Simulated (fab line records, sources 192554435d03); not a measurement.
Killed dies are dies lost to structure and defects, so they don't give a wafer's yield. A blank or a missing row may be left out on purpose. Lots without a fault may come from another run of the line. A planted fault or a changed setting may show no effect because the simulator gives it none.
Split-lot experiment | flow n5_finfet | 7 lots, 21 wafers read, on a route of 1938 steps

THE SPLIT
At N5_BEOL_M4_COAT_62 (time 60 s, resist thk 12 nm), the setting spin_rpm was moved away from the recipe's 1500 rpm on 10 of the 21 wafers read, by -7.5% to +4.6%. The other wafers ran this setting at the recipe's value.

FROM THE SPLIT TO THE READING: what the file shows between them, 9 steps
- N5_BEOL_M4_COAT_05: resist thk 30 nm (also split here: spin_rpm)
- N5_BEOL_M4_EBR_07
- N5_BEOL_M4_SOFTBAKE_06: time 60 s
- N5_BEOL_M4_EXPOSE_08: exposes mask M4
- N5_BEOL_M4_PEB_09: peb time 60 s
- N5_BEOL_M4_DEVELOP_10: develop time 30 s
- N5_BEOL_M4_DESCUM_16: chemistry O2, time 7 s
- N5_BEOL_M4_ETCH_74: etches underlayer in N2/H2, target depth 6.5 nm, time 5.2 s
- N5_BEOL_M4_ETCH_63: etches SiARC in CF4, target depth 15.6 nm, time 26 s

THE READING
SiARC_of_BEOL_M4_COAT_62.thk_nm (the simulator's own value, which no gauge read), in nm, at N5_BEOL_M4_ETCH_64 (etches SOC in N2/H2, target depth 75 nm, overetch 22.5 nm, time 121.9 s). The file gives no usual value for it. The 11 wafers here that ran the recipe average 6.3 nm, standard deviation 0.1 nm.

wafer  | tool, chamber at the split | spin_rpm as run, rpm | against the recipe | SiARC_of_BEOL_M4_COAT_62.thk_nm, nm | against lot-mates on the recipe
L076.1 | litho_track-05, 0          | 1500                 | recipe             | 6.4                                 | -
L076.5 | litho_track-05, 0          | 1500                 | recipe             | 6.4                                 | -
L076.3 | litho_track-05, 0          | 1388                 | -7.5%              | 7                                   | +0.6
L085.3 | litho_track-04, 0          | 1422                 | -5.2%              | 6.6                                 | +0.4
L085.6 | litho_track-04, 0          | 1422                 | -5.2%              | 6.6                                 | +0.4
L085.4 | litho_track-04, 0          | 1500                 | recipe             | 6.2                                 | -
L086.1 | litho_track-04, 0          | 1408                 | -6.1%              | 6.8                                 | +0.4
L086.2 | litho_track-04, 0          | 1500                 | recipe             | 6.4                                 | -
L086.3 | litho_track-04, 0          | 1500                 | recipe             | 6.4                                 | -
L090.3 | litho_track-02, 0          | 1500                 | recipe             | 6.2                                 | -
L090.4 | litho_track-02, 0          | 1569                 | +4.6%              | 5.8                                 | -0.4
L090.5 | litho_track-02, 0          | 1569                 | +4.6%              | 5.8                                 | -0.4
L092.2 | litho_track-02, 0          | 1500                 | recipe             | 6.2                                 | -
L092.3 | litho_track-02, 0          | 1451                 | -3.3%              | 6.4                                 | +0.2
L092.6 | litho_track-02, 0          | 1451                 | -3.3%              | 6.4                                 | +0.2
L095.4 | litho_track-02, 0          | 1500                 | recipe             | 6.2                                 | -
L095.5 | litho_track-02, 0          | 1500                 | recipe             | 6.2                                 | -
L095.6 | litho_track-02, 0          | 1500                 | recipe             | 6.2                                 | -
L097.1 | litho_track-04, 0          | 1449                 | -3.4%              | 6.4                                 | +0.0
L097.5 | litho_track-04, 0          | 1449                 | -3.4%              | 6.4                                 | +0.0
L097.4 | litho_track-04, 0          | 1500                 | recipe             | 6.4                                 | -

THE FIT
A straight line over all 21 wafers: SiARC_of_BEOL_M4_COAT_62.thk_nm changes by -0.0808 nm for each +1% of spin_rpm; r = -0.92; the points scatter about the line by 0.11 nm.
The same after taking each lot's own level away (the mean of its wafers on the recipe; 21 wafers): -0.0723 nm for each +1%; r = -0.95; scatter 0.079 nm.
On that fit, the largest move of spin_rpm shifts the reading by 0.54 nm.
The lots' own levels span 6.20 to 6.40 nm, that is 2.0 times the standard deviation above.
So the lot-to-lot level changes the slope: the two fits differ.
Check: with one of the wafers moved furthest among these (-7.5%) left out of the fit, the line predicts +0.481 nm for it against its lot-mates. It came out at +0.6 nm against them.

OTHER SPLITS ON THESE WAFERS
These wafers also went through other splits before the reading. Each is held against what the fit with the lots' levels taken away leaves over:
other split on the same wafers | wafers away from the commonest value | r with SiARC_of_BEOL_M4_COAT_62.thk_nm (lot level and that fit taken away)
N5_BEOL_M1_ETCH_64 bias_w      | 6                                    | -0.14
N5_BEOL_M2_COAT_05 spin_rpm    | 8                                    | -0.34
N5_BEOL_M3_COAT_05 spin_rpm    | 5                                    | -0.16
N5_BEOL_M4_COAT_05 spin_rpm    | 7                                    | -0.07

THE WHOLE CHAIN: every reading that the file lists as answering this split, in the file's order
step               | what it does                                                            | reading                                                                          | change (the file's fit)                | r (the file's)
N5_BEOL_M4_COAT_62 | time 60 s, resist thk 12 nm                                             | SiARC_of_BEOL_M4_COAT_62.thk_nm (the simulator's own value, which no gauge read) | -0.0716 nm for each +1% of the setting | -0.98
N5_BEOL_M4_ETCH_63 | etches SiARC in CF4, target depth 15.6 nm, time 26 s                    | etch_rf_on_time_s                                                                | withheld for each +1% of the setting   | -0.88
N5_BEOL_M4_ETCH_63 | etches SiARC in CF4, target depth 15.6 nm, time 26 s                    | etch.depth_nm (the simulator's own value, which no gauge read)                   | -0.0632 nm for each +1% of the setting | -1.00
N5_BEOL_M4_ETCH_64 | etches SOC in N2/H2, target depth 75 nm, overetch 22.5 nm, time 121.9 s | SiARC_of_BEOL_M4_COAT_62.thk_nm (the simulator's own value, which no gauge read) | -0.0702 nm for each +1% of the setting | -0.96

THE FILE'S OWN FIT
SiARC_of_BEOL_M4_COAT_62.thk_nm changes by -0.0702 nm for each +1% of spin_rpm, r = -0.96.
